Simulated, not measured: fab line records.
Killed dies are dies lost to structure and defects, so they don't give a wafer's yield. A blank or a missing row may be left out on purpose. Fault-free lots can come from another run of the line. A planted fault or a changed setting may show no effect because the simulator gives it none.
The tool behind it: which one? + flow n5Finfet + 25 wafers from 9 lots sampled at 5 of the route's 1938 steps

== WHAT THE GAUGES READ, wafer by wafer ==
N5_BEOL_M4_RC_MEAS_101. Usual: DIBL_N 37.1 mV/V, standard deviation 2.4; DIBL_P 37 mV/V, standard deviation 3; IOFF_N 0.18 nA/um, standard deviation 0.053; IOFF_N_85C 3.4 nA/um, standard deviation 0.83; IOFF_N_LIN 0.078 nA/um, standard deviation 0.017; IOFF_N_LONG 5.47e-05 nA/um, standard deviation 1.9e-06; IOFF_P 0.21 nA/um, standard deviation 0.05; ION_N 674 uA/um, standard deviation 14; ION_P 459 uA/um, standard deviation 9.2; SS_N 72.1 mV/dec, standard deviation 0.9; SS_P 73.4 mV/dec, standard deviation 0.89; VT_N 250 mV, standard deviation 3.8; VT_N_LONG 275.4 mV, standard deviation 1.7; VT_N_LVT 98 mV, standard deviation 3.8; VT_P -251 mV, standard deviation 3.7.
| lot  | measured     | on        | DIBL_N (mV/V)  | DIBL_P (mV/V) | IOFF_N (nA/um) | IOFF_N_85C (nA/um) | IOFF_N_LIN (nA/um) | IOFF_N_LONG (nA/um)        | IOFF_P (nA/um) | ION_N (uA/um) | ION_P (uA/um) | SS_N (mV/dec)  | SS_P (mV/dec)  | VT_N (mV)   | VT_N_LONG (mV)    | VT_N_LVT (mV) | VT_P (mV)      | flag |
|------|--------------|-----------|----------------|---------------|----------------|--------------------|--------------------|----------------------------|----------------|---------------|---------------|----------------|----------------|-------------|-------------------|---------------|----------------|------|
| L271 | day 8 11:45  | prober-02 | 39.7 38.3 39.1 | 42 39 41      | 0.23 0.19 0.21 | 4.2 3.4 3.9        | 0.100 0.080 0.092  | 5.24e-05 5.32e-05 5.15e-05 | 0.30 0.22 0.27 | 684 667 673   | 470 455 467   | 72.4 71.9 72.2 | 74.6 73.9 74.2 | 245 249 245 | 276.1 277.6 277.2 | 96 98 95      | -248 -253 -248 |      |
| L274 | day 9 13:48  | prober-01 | 37.7 36.7 37.9 | 39 37 38      | 0.20 0.19 0.20 | 3.8 3.6 3.7        | 0.090 0.085 0.083  | 5.79e-05 5.91e-05 5.76e-05 | 0.25 0.23 0.23 | 688 681 664   | 467 464 453   | 71.6 72.0 73.0 | 73.7 72.7 73.8 | 248 245 247 | 271.9 272.5 273.7 | 93 93 96      | -248 -248 -248 |      |
| L275 | day 9 08:38  | prober-01 | 35.0 34.1 36.0 | 34 32 35      | 0.13 0.12 0.14 | 2.7 2.4 2.9        | 0.060 0.055 0.065  | 5.46e-05 5.45e-05 5.38e-05 | 0.16 0.14 0.17 | 664 652 664   | 455 445 453   | 71.5 71.4 71.1 | 73.0 72.2 72.8 | 253 256 255 | 272.9 275.7 275.5 | 100 102 100   | -251 -257 -255 |      |
| L277 | day 9 18:23  | prober-01 | 37.7 34.9 36.0 | 40 36 36      | 0.19 0.13 0.16 | 3.6 2.6 3.1        | 0.082 0.060 0.070  | 5.47e-05 5.36e-05 5.48e-05 | 0.22 0.18 0.18 | 671 657 679   | 459 450 457   | 72.5 71.4 72.1 | 74.4 73.3 72.9 | 250 253 250 | 276.9 275.0 276.4 | 97 102 98     | -251 -253 -254 |      |
| L286 | day 12 13:16 | prober-01 | 44.3 36.7 38.2 | 45 35 38      | 0.39 0.17 0.36 | 6.6 3.2 6.3        | 0.145 0.073 0.159  | 5.66e-05 5.63e-05 9.03e-05 | 0.41 0.20 0.21 | 708 664 710   | 473 453 451   | 74.5 71.5 71.8 | 75.2 73.1 73.4 | 243 250 231 | 273.4 274.6 256.0 | 87 98 78      | -240 -250 -254 | OFF  |
| L287 | day 12 10:06 | prober-02 | 35.3 39.8 37.4 | 33 40 37      | 0.13 0.20 0.29 | 2.5 3.8 5.1        | 0.060 0.086 0.133  | 5.55e-05 5.54e-05 8.98e-05 | 0.16 0.25 0.18 | 663 685 706   | 454 468 452   | 70.9 72.8 71.4 | 72.4 74.7 73.0 | 250 248 233 | 273.1 273.6 255.7 | 100 98 81     | -255 -247 -254 | OFF  |
| L289 | day 12 16:34 | prober-01 | 40.9 36.4      | 42 37         | 0.28 0.15      | 5.1 3.1            | 0.112 0.070        | 5.84e-05 5.77e-05          | 0.33 0.21      | 695 671       | 474 462       | 72.6 72.2      | 74.0 72.9      | 242 250     | 276.8 276.9       | 91 99         | -243 -249      |      |
| L288 | day 12 18:37 | prober-02 | 32.8 36.2 34.8 | 32 36 32      | 0.11 0.17 0.13 | 2.4 3.3 2.7        | 0.055 0.077 0.060  | 5.54e-05 5.57e-05 5.66e-05 | 0.16 0.23 0.18 | 661 673 665   | 456 466 460   | 70.1 71.6 71.4 | 71.6 73.3 72.0 | 256 248 254 | 274.4 272.6 274.6 | 105 98 104    | -254 -248 -251 |      |
| L290 | day 12 21:28 | prober-02 | 42.6 43.0      | 45 45         | 0.30 0.30      | 5.4 5.2            | 0.116 0.115        | 5.45e-05 5.42e-05          | 0.31 0.32      | 698 693       | 471 462       | 73.4 73.8      | 75.3 75.1      | 245 244     | 275.3 276.6       | 91 91         | -246 -247      |      |

== WHICH TOOL RAN EACH LOT (tool, then ch and the chambers of the sampled wafers, then the start) ==
| lot  | N5_HKMG_FIN_ETCH_32              | N5_HKMG_FIN_STRIP_34             | N5_HKMG_FIN_NWFM_ALD_20           | N5_HKMG_FIN_STRIP_69               |
|------|----------------------------------|----------------------------------|-----------------------------------|------------------------------------|
| L271 | rieDiel-02 ch 0,2, day 4 04:36   | rieDiel-02 ch 0,2, day 4 04:47   | aldMetal-03 ch 0,1, day 4 06:28   | plasmaAsher-01 ch 0,1, day 4 07:16 |
| L274 | rieDiel-05 ch 0,1,3, day 4 22:32 | rieDiel-05 ch 0,1,3, day 4 22:44 | aldMetal-01 ch 0,1,3, day 5 00:33 | plasmaAsher-01 ch 0,1, day 5 01:29 |
| L275 | rieDiel-05 ch 0,1,2, day 5 02:47 | rieDiel-05 ch 0,1,2, day 5 02:58 | aldMetal-03 ch 0,3, day 5 04:49   | plasmaAsher-02 ch 0,1, day 5 05:49 |
| L277 | rieDiel-06 ch 1,2,3, day 5 17:44 | rieDiel-06 ch 1,2,3, day 5 17:56 | aldMetal-02 ch 2,3, day 5 19:41   | plasmaAsher-02 ch 0,1, day 5 20:29 |
| L286 | rieDiel-05 ch 1,2, day 7 19:50   | rieDiel-05 ch 1,2, day 7 20:02   | aldMetal-03 ch 0,3, day 7 21:46   | plasmaAsher-01 ch 0,1, day 7 22:48 |
| L287 | rieDiel-06 ch 1,2, day 8 02:19   | rieDiel-06 ch 1,2, day 8 02:30   | aldMetal-03 ch 1,3, day 8 04:10   | plasmaAsher-01 ch 0,1, day 8 05:15 |
| L289 | rieDiel-02 ch 0,3, day 8 15:10   | rieDiel-02 ch 0,3, day 8 15:22   | aldMetal-01 ch 2,3, day 8 17:06   | plasmaAsher-01 ch 1, day 8 17:55   |
| L288 | rieDiel-06 ch 0,1,2, day 8 17:07 | rieDiel-06 ch 0,1,2, day 8 17:18 | aldMetal-02 ch 1,2,3, day 8 18:59 | plasmaAsher-02 ch 0,1, day 8 19:52 |
| L290 | rieDiel-06 ch 2, day 8 21:08     | rieDiel-06 ch 2, day 8 21:19     | aldMetal-01 ch 1,3, day 8 23:02   | plasmaAsher-01 ch 0, day 8 23:50   |
- N5_HKMG_FIN_ETCH_32: etches SOC in N2/H2, target depth 240 nm, time 300 s.
- N5_HKMG_FIN_STRIP_34: strips in CF4.
- N5_HKMG_FIN_NWFM_ALD_20: deposits TiAlC, target thk 2 nm, pulse time 3 s, purge time 2 s.
- N5_HKMG_FIN_STRIP_69: strips in N2/H2, time 360 s.

== AS READ BY THE TOOLS THEMSELVES (means over the sampled wafers that have a number; for cases with no such wafer, the mark the record gives instead) ==
N5_HKMG_FIN_ETCH_32. Usual: drypumpMotorCurrentA 5.6 A, standard deviation 0.56; oesProductAu 0.79 a.u., standard deviation 0.09; rfVppV 524.5 V, standard deviation 2.5; showerheadPlenumPTorr 2.56 Torr, standard deviation 0.079; throttleValvePct 17.77 %, standard deviation 0.24.
| lot  | tool       | drypumpMotorCurrentA (A) | oesProductAu (a.u.) | rfVppV (V) | showerheadPlenumPTorr (Torr) | throttleValvePct (%) | flag |
|------|------------|--------------------------|---------------------|------------|------------------------------|----------------------|------|
| L271 | rieDiel-02 | 5.2                      | 0.84                | 525.7      | 2.61                         | 17.58                |      |
| L274 | rieDiel-05 | 5.5                      | 0.74                | 522.6      | 2.50                         | 17.98                |      |
| L275 | rieDiel-05 | 5.8                      | 0.82                | 524.5      | 2.57                         | 17.77                |      |
| L277 | rieDiel-06 | 5.8                      | 0.79                | 525.3      | 2.59                         | 17.67                |      |
| L286 | rieDiel-05 | 5.8                      | 0.74                | 524.9      | 2.57                         | 17.81                |      |
| L287 | rieDiel-06 | 6.1                      | 0.84                | 527.9      | 2.66                         | 17.64                |      |
| L289 | rieDiel-02 | 6.0                      | 0.74                | 523.6      | 2.55                         | 17.88                |      |
| L288 | rieDiel-06 | 5.6                      | 0.81                | 526.7      | 2.59                         | 17.81                |      |
| L290 | rieDiel-06 | 6.4                      | 0.91                | 527.6      | 2.70                         | 17.51                |      |

N5_HKMG_FIN_STRIP_34. Usual: cf4FlowSccm 150.0 sccm, standard deviation 0.44; drypumpMotorCurrentA 5.6 A, standard deviation 0.56; oesProductAu 0.78 a.u., standard deviation 0.085; rfVppV 271.3 V, standard deviation 1.5; showerheadPlenumPTorr 1.81 Torr, standard deviation 0.056; throttleValvePct 13.56 %, standard deviation 0.22.
| lot  | tool       | cf4FlowSccm (sccm) | drypumpMotorCurrentA (A) | oesProductAu (a.u.) | rfVppV (V) | showerheadPlenumPTorr (Torr) | throttleValvePct (%) | flag |
|------|------------|--------------------|--------------------------|---------------------|------------|------------------------------|----------------------|------|
| L271 | rieDiel-02 | 150.1              | 5.2                      | 0.81                | 271.8      | 1.83                         | 13.31                |      |
| L274 | rieDiel-05 | 150.2              | 5.5                      | 0.74                | 271.9      | 1.77                         | 13.69                |      |
| L275 | rieDiel-05 | 149.9              | 5.8                      | 0.83                | 270.8      | 1.82                         | 13.48                |      |
| L277 | rieDiel-06 | 149.9              | 5.9                      | 0.78                | 272.1      | 1.84                         | 13.61                |      |
| L286 | rieDiel-05 | 150.4              | 5.8                      | 0.76                | 271.0      | 1.82                         | 13.61                |      |
| L287 | rieDiel-06 | 149.7              | 6.1                      | 0.83                | 273.0      | 1.89                         | 13.54                |      |
| L289 | rieDiel-02 | 150.1              | 6.0                      | 0.74                | 271.1      | 1.79                         | 13.66                |      |
| L288 | rieDiel-06 | 149.6              | 5.6                      | 0.81                | 272.8      | 1.84                         | 13.57                |      |
| L290 | rieDiel-06 | 150.3              | 6.4                      | 0.89                | 274.2      | 1.92                         | 13.38                |      |

N5_HKMG_FIN_NWFM_ALD_20. Usual: heaterPowerW 472 W, standard deviation 45; precursorPulseHeightRel 1.001, standard deviation 0.018.
| lot  | tool        | heaterPowerW (W) | precursorPulseHeightRel | flag |
|------|-------------|------------------|-------------------------|------|
| L271 | aldMetal-03 | 469              | 0.998                   |      |
| L274 | aldMetal-01 | 505              | 1.012                   |      |
| L275 | aldMetal-03 | 476              | 0.988                   |      |
| L277 | aldMetal-02 | 509              | 1.015                   |      |
| L286 | aldMetal-03 | 450              | 1.003                   |      |
| L287 | aldMetal-03 | 421              | 1.001                   |      |
| L289 | aldMetal-01 | 480              | 0.994                   |      |
| L288 | aldMetal-02 | 457              | 1.002                   |      |
| L290 | aldMetal-01 | 532              | 1.014                   |      |

N5_HKMG_FIN_STRIP_69. Usual: drypumpMotorCurrentA 5.8 A, standard deviation 0.5; heaterPowerW 458 W, standard deviation 52.
| lot  | tool           | drypumpMotorCurrentA (A) | heaterPowerW (W) | flag |
|------|----------------|--------------------------|------------------|------|
| L271 | plasmaAsher-01 | 5.9                      | 451              |      |
| L274 | plasmaAsher-01 | 6.1                      | 436              |      |
| L275 | plasmaAsher-02 | 5.7                      | 494              |      |
| L277 | plasmaAsher-02 | 5.3                      | 448              |      |
| L286 | plasmaAsher-01 | 6.1                      | 438              |      |
| L287 | plasmaAsher-01 | 5.9                      | 449              |      |
| L289 | plasmaAsher-01 | 5.9                      | 472              |      |
| L288 | plasmaAsher-02 | 5.7                      | 491              |      |
| L290 | plasmaAsher-01 | 6.2                      | 417              |      |

== THE ANSWER, worked out from the rows above alone ==
Rule: a lot is off if the mean of its wafers that have a number lies more than 3 standard deviations from the usual mean. A lot without any number at a reading at which 4 lots or more have one is off too. The other lots that the step has rows for count as sound. Order of review: gauges by route order, followed by the tools' own readings, for which a lot's mean as printed above is used. At the first step where some lot is off, the reading lying furthest off is the one used; lots without a number count as furthest.
Off: L286, L287, at N5_BEOL_M4_RC_MEAS_101 (IOFF_N_LONG).
If a tool, at a process step before that reading, ran all the lots that are off and no sound lot after the first of them, it fits. Those tools and the gauges at N5_BEOL_M4_RC_MEAS_101 are tried in the same way. One fits: aldMetal-03 at N5_HKMG_FIN_NWFM_ALD_20. A fault onset in the window from L275 (day 5 04:49, its last sound lot) to L286 (day 7 21:46, its first lot off) fits.

== WHAT HAD BEEN PUT IN BY THE SIMULATOR ==
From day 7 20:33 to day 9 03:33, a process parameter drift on aldMetal-03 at N5_HKMG_FIN_NWFM_ALD_20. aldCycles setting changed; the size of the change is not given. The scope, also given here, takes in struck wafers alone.
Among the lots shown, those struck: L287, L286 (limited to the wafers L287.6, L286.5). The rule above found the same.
